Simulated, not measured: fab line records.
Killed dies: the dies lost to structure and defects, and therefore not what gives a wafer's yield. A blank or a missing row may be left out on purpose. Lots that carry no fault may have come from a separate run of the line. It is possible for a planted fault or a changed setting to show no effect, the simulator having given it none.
fab line records | flow n5-finfet
record lots=10 | wafers=27 | last-day=17
route steps=1938 shown BEOL_M4@1086 PASSIVATION@1936
lots untouched by any fault: they come from a run of this same line in which no faults occurred
start-h: hours from the record's opening day to when the first of the lot's shown wafers began | wait-h: how many hours have passed since the lot's step before this one | " unchanged from the row above | L1.1+2: a row that stands for several wafers | - no value, or no start was given | * or withheld: withheld | < > ~ a bound
route shown NAME@n: NAME is a module with steps in the file, n the number in the route of the first one | usual: mean/standard deviation taken from wafers without a fault | same: alike in all rows | chamber/n: place in a boat | sites: each site's reading | _std_site: standard deviation across them | _edge_site: inner sites' mean taken away from outer sites' mean | radius-mm: how far each site lies from the wafer's centre | mask NAME#n: copy n | behind: the most recent tool/chamber to have shaped the wafer | hold: reason for holding the lot/hours on hold/outcome of the hold | device: the transistor (n, p or np) that didn't switch | end of line: tests of these same wafers at the route's end | for a step that has no rows: nothing shown but its recipe | killed: the dies lost at the first sort to structure and to defects; this is not the yield of the wafer | map: shows each die of a wafer: x if killed, . if not, _ if none is there
set.NAME: the setting as run; set.NAME@STEP: as run at that earlier step | model.NAME: the simulator's own value behind a step, which no gauge read
steps of the route over a sample of lots; a table a step, a row a wafer
services: from which hour (start-h, from the record's first day; less than 0 if before it) a tool's chamber was out of use, for how many hours, and why
## steps
# step N5_BEOL_M4_SPUTTER_79
# recipe material=Cu | target-thk-a=45 | temp-c=-20 | chamber-pressure-pa=0.07 | power-w=withheld | time-s=8.29
# usual chuck-gas-flow-sccm=1.26/0.051 | throttle-valve-pct=29.4/1.2
lot.wafer | tool           | chamber | start-h | wait-h | chuck-gas-flow-sccm | throttle-valve-pct
L779.2    | pvd-sputter-02 | -       | 177.29  | 0.1    | 1.29                | 28.2
L779.3    | "              | -       | "       | "      | 1.30                | 29.9
L779.6    | "              | -       | "       | "      | 1.28                | 29.7
L781.1    | pvd-sputter-03 | -       | 178.98  | 0.1    | 1.37                | 30.6
L781.4    | "              | -       | "       | "      | 1.24                | 29.4
L781.5    | "              | -       | "       | "      | 1.17                | 30.2
L782.3    | pvd-sputter-03 | -       | 188.30  | 0.1    | 1.17                | 30.3
L782.5    | "              | -       | "       | "      | 1.34                | 29.7
L782.6    | "              | -       | "       | "      | 1.31                | 30.3
L783.1    | pvd-sputter-01 | -       | 211.32  | 0.1    | 1.29                | 27.2
L783.2    | "              | -       | "       | "      | 1.26                | 29.6
L783.5    | "              | -       | "       | "      | 1.29                | 29.5
L788.1    | pvd-sputter-02 | -       | 215.47  | 0.1    | 1.30                | 30.7
L788.2    | "              | -       | "       | "      | 1.26                | 30.1
L788.6    | "              | -       | "       | "      | 1.29                | 29.8
L789.1    | pvd-sputter-02 | -       | 218.08  | 0.1    | 1.25                | 30.5
L789.4    | "              | -       | "       | "      | 1.27                | 30.7
L789.5    | "              | -       | "       | "      | 1.23                | 30.9
L790.1    | pvd-sputter-03 | -       | 230.43  | 0.1    | 1.30                | 29.3
L790.3    | "              | -       | "       | "      | 1.20                | 27.2
L790.6    | "              | -       | "       | "      | 1.21                | 27.5
L797.1    | pvd-sputter-03 | -       | 276.18  | 0.1    | 1.23                | 27.6
L797.2    | "              | -       | "       | "      | 1.26                | 29.9
L798.1    | pvd-sputter-01 | -       | 294.10  | 0.1    | 1.17                | 29.8
L798.5    | "              | -       | "       | "      | 1.23                | 30.0
L799.1    | pvd-sputter-01 | -       | 299.75  | 0.1    | 1.27                | 27.2
L799.4    | "              | -       | "       | "      | 1.28                | 29.7
# step N5_BEOL_M4_SPUTTER_81
# recipe material=Cu | target-thk-a=45 | temp-c=-20 | chamber-pressure-pa=0.07 | power-w=withheld | time-s=8.29
# usual chuck-gas-flow-sccm=1.26/0.051 | throttle-valve-pct=29.4/1.2
lot.wafer | tool           | chamber | start-h | wait-h | chuck-gas-flow-sccm | throttle-valve-pct
L779.2    | pvd-sputter-02 | -       | 177.51  | 0.1    | 1.33                | 28.1
L779.3    | "              | -       | "       | "      | 1.21                | 29.6
L779.6    | "              | -       | "       | "      | 1.31                | 30.1
L781.1    | pvd-sputter-03 | -       | 179.20  | 0.1    | 1.31                | 30.4
L781.4    | "              | -       | "       | "      | 1.19                | 29.9
L781.5    | "              | -       | "       | "      | 1.25                | 30.2
L782.3    | pvd-sputter-03 | -       | 188.52  | 0.1    | 1.27                | 30.3
L782.5    | "              | -       | "       | "      | 1.17                | 30.0
L782.6    | "              | -       | "       | "      | 1.19                | 30.2
L783.1    | pvd-sputter-01 | -       | 211.54  | 0.1    | 1.24                | 27.1
L783.2    | "              | -       | "       | "      | 1.25                | 29.4
L783.5    | "              | -       | "       | "      | 1.27                | 30.1
L788.1    | pvd-sputter-02 | -       | 215.69  | 0.1    | 1.25                | 30.6
L788.2    | "              | -       | "       | "      | 1.32                | 29.9
L788.6    | "              | -       | "       | "      | 1.26                | 30.0
L789.1    | pvd-sputter-02 | -       | 218.30  | 0.1    | 1.31                | 30.0
L789.4    | "              | -       | "       | "      | 1.32                | 31.0
L789.5    | "              | -       | "       | "      | 1.30                | 30.8
L790.1    | pvd-sputter-03 | -       | 230.65  | 0.1    | 1.26                | 29.4
L790.3    | "              | -       | "       | "      | 1.21                | 27.6
L790.6    | "              | -       | "       | "      | 1.26                | 27.3
L797.1    | pvd-sputter-03 | -       | 276.40  | 0.1    | 1.25                | 27.1
L797.2    | "              | -       | "       | "      | 1.32                | 30.1
L798.1    | pvd-sputter-01 | -       | 294.32  | 0.1    | 1.32                | 29.9
L798.5    | "              | -       | "       | "      | 1.25                | 30.3
L799.1    | pvd-sputter-01 | -       | 299.97  | 0.1    | 1.28                | 27.2
L799.4    | "              | -       | "       | "      | 1.27                | 29.3
# step N5_BEOL_M4_SPUTTER_86
# recipe material=Cu | target-thk-a=45 | temp-c=-20 | chamber-pressure-pa=0.07 | power-w=withheld | time-s=8.29
# usual chuck-gas-flow-sccm=1.26/0.051 | throttle-valve-pct=29.4/1.2
lot.wafer | tool           | chamber | start-h | wait-h | chuck-gas-flow-sccm | throttle-valve-pct
L779.2    | pvd-sputter-02 | -       | 177.73  | 0.1    | 1.29                | 28.1
L779.3    | "              | -       | "       | "      | 1.34                | 30.0
L779.6    | "              | -       | "       | "      | 1.13                | 29.8
L781.1    | pvd-sputter-03 | -       | 179.42  | 0.1    | 1.27                | 30.1
L781.4    | "              | -       | "       | "      | 1.29                | 29.7
L781.5    | "              | -       | "       | "      | 1.30                | 30.3
L782.3    | pvd-sputter-03 | -       | 188.74  | 0.1    | 1.21                | 30.6
L782.5    | "              | -       | "       | "      | 1.23                | 29.6
L782.6    | "              | -       | "       | "      | 1.25                | 30.3
L783.1    | pvd-sputter-01 | -       | 211.76  | 0.1    | 1.26                | 27.5
L783.2    | "              | -       | "       | "      | 1.23                | 29.6
L783.5    | "              | -       | "       | "      | 1.34                | 30.0
L788.1    | pvd-sputter-02 | -       | 215.91  | 0.1    | 1.21                | 30.4
L788.2    | "              | -       | "       | "      | 1.30                | 29.7
L788.6    | "              | -       | "       | "      | 1.28                | 29.9
L789.1    | pvd-sputter-02 | -       | 218.52  | 0.1    | 1.29                | 30.2
L789.4    | "              | -       | "       | "      | 1.21                | 30.8
L789.5    | "              | -       | "       | "      | 1.23                | 30.9
L790.1    | pvd-sputter-03 | -       | 230.87  | 0.1    | 1.25                | 29.4
L790.3    | "              | -       | "       | "      | 1.18                | 27.2
L790.6    | "              | -       | "       | "      | 1.23                | 27.5
L797.1    | pvd-sputter-03 | -       | 276.62  | 0.1    | 1.25                | 27.6
L797.2    | "              | -       | "       | "      | 1.24                | 30.4
L798.1    | pvd-sputter-01 | -       | 294.54  | 0.1    | 1.28                | 29.8
L798.5    | "              | -       | "       | "      | 1.19                | 30.2
L799.1    | pvd-sputter-01 | -       | 300.19  | 0.1    | 1.30                | 27.5
L799.4    | "              | -       | "       | "      | 1.32                | 29.8
# step N5_BEOL_M4_ECD_50
# recipe material=Cu | target-thk-a=3000
lot.wafer  | tool      | chamber | start-h | wait-h
L779.2+3+6 | ecd-cu-01 | 1,0,1   | 178.96  | 0.1
L781.1+4+5 | ecd-cu-02 | 1,1,0   | 180.63  | 0.1
L782.3+5+6 | ecd-cu-02 | 1,0,1   | 189.98  | 0.1
L783.1+2+5 | ecd-cu-02 | 1,0,0   | 212.97  | 0.1
L788.1+2+6 | ecd-cu-01 | 1,0,1   | 217.13  | 0.1
L789.1+4+5 | ecd-cu-01 | 0,1,0   | 219.74  | 0.1
L790.1+3+6 | ecd-cu-02 | 0,1,0   | 232.09  | 0.1
L797.1+2   | ecd-cu-02 | 0,1     | 277.84  | 0.1
L798.1+5   | ecd-cu-02 | 0,1     | 295.75  | 0.1
L799.1+4   | ecd-cu-02 | 0,1     | 301.41  | 0.1
# step N5_BEOL_M4_CMP_52
# recipe stop-on=SiOC | t-overpolish-s=6.8 | down-force-psi=1 | platen-rpm=50 | clearing-platen-down-force-psi=1.5 | clearing-platen-rpm=50 | post-cmp-clean=cu-alkaline | target-thk-nm=40 | clearing-platen-pad-velocity-m-s=0.99484 | pad-velocity-m-s=0.99484
# usual clearing-platen-rpm=50.000/0.024 | edge-zone-pressure-frac=1.001/0.005 | motor-current-A=5.9/0.6 | time-to-endpoint-s=63/4
lot.wafer | tool   | chamber | start-h | wait-h | clearing-platen-rpm | edge-zone-pressure-frac | motor-current-A | time-to-endpoint-s
L779.3    | cmp-01 | 3       | 179.38  | 0.2    | 50.042              | 0.997                   | 5.6             | 61
L779.2    | "      | 1       | "       | "      | 50.002              | 1.004                   | 6.2             | 60
L779.6    | "      | 2       | "       | "      | 50.020              | 1.004                   | 6.5             | 61
L781.1    | cmp-02 | 3       | 181.01  | 0.3    | 50.005              | 1.005                   | 5.5             | 60
L781.4    | "      | 2       | "       | "      | 49.990              | 1.004                   | 6.9             | 61
L781.5    | "      | 3       | "       | "      | 49.998              | 0.999                   | 4.8             | 59
L782.3    | cmp-01 | 2       | 190.64  | 0.3    | 49.983              | 1.002                   | 6.4             | 66
L782.5    | "      | 3       | "       | "      | 50.017              | 0.998                   | 5.7             | 61
L782.6    | "      | 0       | "       | "      | 49.945              | 0.996                   | 6.6             | 67
L783.1    | cmp-01 | 0       | 213.42  | 0.3    | 49.987              | 1.011                   | 6.7             | 61
L783.2    | "      | 1       | "       | "      | 50.006              | 1.005                   | 6.1             | 59
L783.5    | "      | 3       | "       | "      | 50.010              | 1.003                   | 5.5             | 58
L788.1    | cmp-01 | 3       | 217.63  | 0.4    | 49.987              | 1.005                   | 5.5             | 64
L788.2    | "      | 1       | "       | "      | 50.001              | 1.003                   | 6.0             | 61
L788.6    | "      | 3       | "       | "      | 49.979              | 1.012                   | 5.5             | 60
L789.1    | cmp-01 | 1       | 220.19  | 0.3    | 49.980              | 0.995                   | 6.1             | 64
L789.4    | "      | 2       | "       | "      | 49.989              | 1.002                   | 6.3             | 64
L789.5    | "      | 0       | "       | "      | 49.986              | 1.008                   | 6.6             | 68
L790.1    | cmp-02 | 2       | 232.54  | 0.3    | 49.994              | 1.001                   | 7.0             | 60
L790.3    | "      | 3       | "       | "      | 49.992              | 1.000                   | 5.2             | 58
L790.6    | "      | 1       | "       | "      | 49.986              | 0.996                   | 7.0             | 67
L797.1    | cmp-03 | 2       | 278.22  | 0.3    | 49.987              | 0.995                   | 5.3             | 31
L797.2    | "      | 3       | "       | "      | 49.981              | 0.993                   | 5.4             | 34
L798.1    | cmp-03 | 0       | 296.18  | 0.3    | 50.052              | 0.997                   | 5.2             | 34
L798.5    | "      | 3       | "       | "      | 49.970              | 1.002                   | 5.6             | 70
L799.1    | cmp-03 | 2       | 301.86  | 0.3    | 50.050              | 0.997                   | 5.8             | 32
L799.4    | "      | 3       | "       | "      | 50.033              | 1.008                   | 5.8             | 68
# step N5_BEOL_M4_RC_MEAS_101
# usual DIBL_N=36.4/1.7 | DIBL_P=36.4/2.1 | IOFF_N=0.16/0.035 | IOFF_P=0.21/0.035 | ION_N=680/11 | ION_P=465/6.8 | SS_N=71.5/0.58 | SS_P=73.2/0.72 | VT_N=249/3.6 | VT_P=-250/3.1
lot.wafer | tool      | chamber | start-h | wait-h | DIBL_N[mV/V] | DIBL_P[mV/V] | IOFF_N[nA/um] | IOFF_P[nA/um] | ION_N[uA/um] | ION_P[uA/um] | SS_N[mV/dec] | SS_P[mV/dec] | VT_N[mV] | VT_P[mV]
L779.2    | prober-02 | 0       | 180.10  | 0.2    | 38.5         | 37.3         | 0.18          | 0.21          | 693          | 464          | 71.5         | 73.9         | 246      | -248
L779.3    | "         | 0       | "       | "      | 37.1         | 34.6         | 0.14          | 0.17          | 685          | 461          | 71.3         | 73.2         | 253      | -254
L779.6    | "         | 0       | "       | "      | 36.7         | 34.6         | 0.14          | 0.15          | 668          | 447          | 71.4         | 73.4         | 253      | -254
L781.1    | prober-01 | 0       | 181.62  | 0.0    | 36.0         | 37.7         | 0.17          | 0.24          | 685          | 469          | 71.2         | 73.6         | 248      | -250
L781.4    | "         | 0       | "       | "      | 35.2         | 36.5         | 0.16          | 0.22          | 686          | 471          | 71.3         | 73.5         | 249      | -250
L781.5    | "         | 0       | "       | "      | 37.9         | 39.5         | 0.22          | 0.28          | 693          | 476          | 72.1         | 74.4         | 247      | -246
L782.3    | prober-01 | 0       | 191.48  | 0.3    | 35.5         | 36.7         | 0.17          | 0.22          | 701          | 472          | 71.6         | 73.9         | 246      | -246
L782.5    | "         | 0       | "       | "      | 36.5         | 37.4         | 0.20          | 0.23          | 691          | 463          | 71.4         | 73.5         | 246      | -246
L782.6    | "         | 0       | "       | "      | 34.6         | 35.5         | 0.16          | 0.19          | 686          | 464          | 71.5         | 73.5         | 250      | -251
L783.1    | prober-02 | 0       | 213.96  | 0.0    | 35.7         | 37.8         | 0.17          | 0.19          | 678          | 457          | 71.7         | 73.8         | 250      | -254
L783.2    | "         | 0       | "       | "      | 34.6         | 35.9         | 0.14          | 0.17          | 662          | 451          | 71.5         | 73.2         | 252      | -256
L783.5    | "         | 0       | "       | "      | 36.0         | 37.8         | 0.18          | 0.20          | 680          | 459          | 71.9         | 74.4         | 247      | -251
L788.1    | prober-02 | 0       | 218.23  | 0.0    | 36.5         | 36.4         | 0.14          | 0.19          | 686          | 472          | 72.0         | 73.6         | 251      | -252
L788.2    | "         | 0       | "       | "      | 38.0         | 39.3         | 0.19          | 0.24          | 693          | 474          | 71.2         | 73.5         | 249      | -249
L788.6    | "         | 0       | "       | "      | 40.3         | 42.2         | 0.24          | 0.30          | 701          | 475          | 72.4         | 74.3         | 244      | -245
L789.1    | prober-01 | 0       | 220.75  | 0.0    | 37.7         | 36.4         | 0.19          | 0.24          | 697          | 474          | 71.9         | 73.2         | 244      | -246
L789.4    | "         | 0       | "       | "      | 35.5         | 33.3         | 0.13          | 0.18          | 655          | 457          | 71.9         | 72.4         | 252      | -252
L789.5    | "         | 0       | "       | "      | 35.9         | 34.8         | 0.14          | 0.21          | 682          | 469          | 71.6         | 72.8         | 246      | -246
L790.1    | prober-02 | 0       | 233.07  | 0.0    | 37.5         | 39.5         | 0.18          | 0.23          | 680          | 463          | 71.6         | 74.5         | 249      | -249
L790.3    | "         | 0       | "       | "      | 37.0         | 37.7         | 0.16          | 0.20          | 662          | 456          | 71.4         | 73.6         | 250      | -251
L790.6    | "         | 0       | "       | "      | 38.2         | 39.3         | 0.19          | 0.22          | 677          | 458          | 71.7         | 74.7         | 247      | -249
L797.1    | prober-02 | 0       | 278.91  | 0.0    | 34.0         | 33.9         | 0.12          | 0.15          | 664          | 457          | 71.4         | 72.0         | 256      | -253
L797.2    | "         | 0       | "       | "      | 37.2         | 36.5         | 0.16          | 0.19          | 674          | 458          | 71.8         | 72.7         | 250      | -252
L798.1    | prober-01 | 0       | 296.75  | 0.0    | 36.3         | 34.1         | 0.15          | 0.21          | 680          | 469          | 71.4         | 73.1         | 249      | -249
L798.5    | "         | 0       | "       | "      | 38.8         | 36.5         | 0.21          | 0.24          | 686          | 465          | 71.3         | 73.6         | 247      | -248
L799.1    | prober-01 | 0       | 302.39  | 0.0    | 36.7         | 38.0         | 0.19          | 0.23          | 681          | 460          | 71.7         | 73.4         | 245      | -249
L799.4    | "         | 0       | "       | "      | 35.4         | 35.9         | 0.17          | 0.19          | 684          | 460          | 71.5         | 73.1         | 246      | -253
# step N5_PASSIVATION_PROBE_49
# usual defect-limited-yield=91.3/1.4 | killed_at_M0_to_M3=36/11 | killed_at_M4_up=13/5.2 | killed-at-contacts=13/6.5 | killed-at-front-end=37/11 | killed-at-other=3.6/2.9 | killed-dies=103/17 | killed-open=68/12 | killed-short=33/7.3 | sort_bin_4_leakage=0.01/0.039 | sort_bin_5_function=5.2/0.91 | sort_bin_6_memory=3.2/0.67 | sort-n-pass=1077/17 | sort-yield-pct=91.3/1.4
# same gross-dies=1180 | killed-at-back-side=0 | sort_bin_8_speed[%]=0
lot.wafer | tool      | chamber | start-h | wait-h | defect-limited-yield[%] | killed_at_M0_to_M3 | killed_at_M4_up | killed-at-contacts | killed-at-front-end | killed-at-other | killed-dies | killed-open | killed-short | sort_bin_4_leakage[%] | sort_bin_5_function[%] | sort_bin_6_memory[%] | sort-n-pass | sort-yield-pct[%]
L781.1    | prober-02 | -       | 284.32  | 0.0    | 91.5                    | 33                 | 10              | 25                 | 31                  | 1               | 100         | 61          | 38           | 0                     | 5.1                    | 3.1                  | 1080        | 91.5
L781.4    | prober-02 | -       | 284.47  | 0.2    | 91.8                    | 41                 | 16              | 13                 | 26                  | 1               | 97          | 66          | 31           | 0                     | 4.9                    | 2.8                  | 1083        | 91.8
L781.5    | prober-02 | -       | 284.52  | 0.2    | 91.3                    | 40                 | 25              | 11                 | 26                  | 1               | 103         | 66          | 34           | 0                     | 4.4                    | 4.0                  | 1077        | 91.3
L798.1    | prober-02 | -       | 404.31  | 0.0    | 92.0                    | 35                 | 14              | 17                 | 27                  | 1               | 94          | 59          | 32           | 0                     | 4.7                    | 3.0                  | 1086        | 92.0
L798.5    | prober-02 | -       | 404.51  | 0.2    | 91.4                    | 48                 | 11              | 13                 | 29                  | 1               | 102         | 67          | 32           | 0                     | 5.5                    | 3.1                  | 1078        | 91.4
# killed by level:class
L781.1 MOL_CONTACT_COAG:geometric-particle:open=20 FIN_SAQP:geometric-particle:short=8 FIN_SAQP:geometric-particle:open=7 BEOL_M0:geometric-particle:short=6 BEOL_M2:geometric-particle:open=6 MOL_CONTACT_COAG:geometric-particle:short=5 DUMMY_GATE:geometric-particle:open=4 BEOL_M3:geometric-particle:open=4
L781.4 BEOL_M2:geometric-particle:open=15 MOL_CONTACT_COAG:geometric-particle:open=10 BEOL_M0_SAQP:geometric-particle:short=8 BEOL_M0_SAQP:geometric-particle:open=7 GATE_CUT:geometric-particle:open=5 BEOL_M4:geometric-particle:open=5 STI_FIN_REVEAL:geometric-particle:open=4 BEOL_M3:geometric-particle:short=4
L781.5 BEOL_M0_SAQP:geometric-particle:short=13 MOL_CONTACT_COAG:geometric-particle:open=10 BEOL_M0_SAQP:geometric-particle:open=9 BEOL_M2:geometric-particle:open=8 FIN_SAQP:geometric-particle:open=7 BEOL_M4:geometric-particle:open=7 FIN_SAQP:geometric-particle:short=5 BEOL_M7:geometric-particle:open=5
L798.1 MOL_CONTACT_COAG:geometric-particle:open=15 FIN_SAQP:geometric-particle:short=7 BEOL_M0_SAQP:geometric-particle:open=7 FIN_SAQP:geometric-particle:open=6 BEOL_M0_SAQP:geometric-particle:short=6 BEOL_M1:geometric-particle:open=6 BEOL_M4:geometric-particle:open=6 BEOL_M3:geometric-particle:open=5
L798.5 BEOL_M2:geometric-particle:open=12 FIN_SAQP:geometric-particle:open=11 MOL_CONTACT_COAG:geometric-particle:open=10 BEOL_M0_SAQP:geometric-particle:short=10 BEOL_M1:geometric-particle:open=7 BEOL_M3:geometric-particle:open=7 BEOL_M0_SAQP:geometric-particle:open=6 FIN_SAQP:geometric-particle:short=4
## services
tool           | chamber | start-h | hours | kind
pvd-sputter-03 | -       | 160.23  | 10.0  | repair
ecd-cu-01      | -       | 185.18  | 0.7   | repair
cmp-02         | -       | 187.17  | 3.8   | repair
ecd-cu-01      | -       | 191.69  | 1.2   | repair
cmp-03         | -       | 202.03  | 4.7   | pm
cmp-03         | -       | 209.37  | 4.0   | pm
cmp-03         | -       | 213.37  | -     | consumable-replace:conditioner
cmp-03         | -       | 213.37  | -     | consumable-replace:pad
cmp-02         | -       | 213.67  | 5.1   | repair
cmp-01         | -       | 231.43  | 2.0   | repair
pvd-sputter-02 | -       | 239.55  | 2.6   | repair
ecd-cu-01      | -       | 240.67  | 0.2   | repair
cmp-01         | -       | 245.83  | 6.2   | pm
cmp-01         | -       | 279.23  | 5.3   | pm
## key
first-sign step=N5_BEOL_M4_CMP_52 | reading=time-to-endpoint-s | direction=down | sigmas=7.7 | usual=* | struck=*
effect none on later readings
met-at N5_BEOL_M4_ECD_50
struck-lots L797,L798,L799
struck-wafers L797.1,L797.2,L798.1,L799.1
not-acting-at N5_BEOL_M4_SPUTTER_79,N5_BEOL_M4_SPUTTER_81,N5_BEOL_M4_SPUTTER_86
onset-between 232.09 277.84
fault kind=process-parameter-drift | tool=ecd-cu-02 | chamber=- | onset-h=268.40 | steps=N5_BEOL_M4_ECD_50 | channel=target-thk-a | offset=* | shape=step | end-h=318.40 | scope=struck-wafers-only | acts-in=* | stated=*
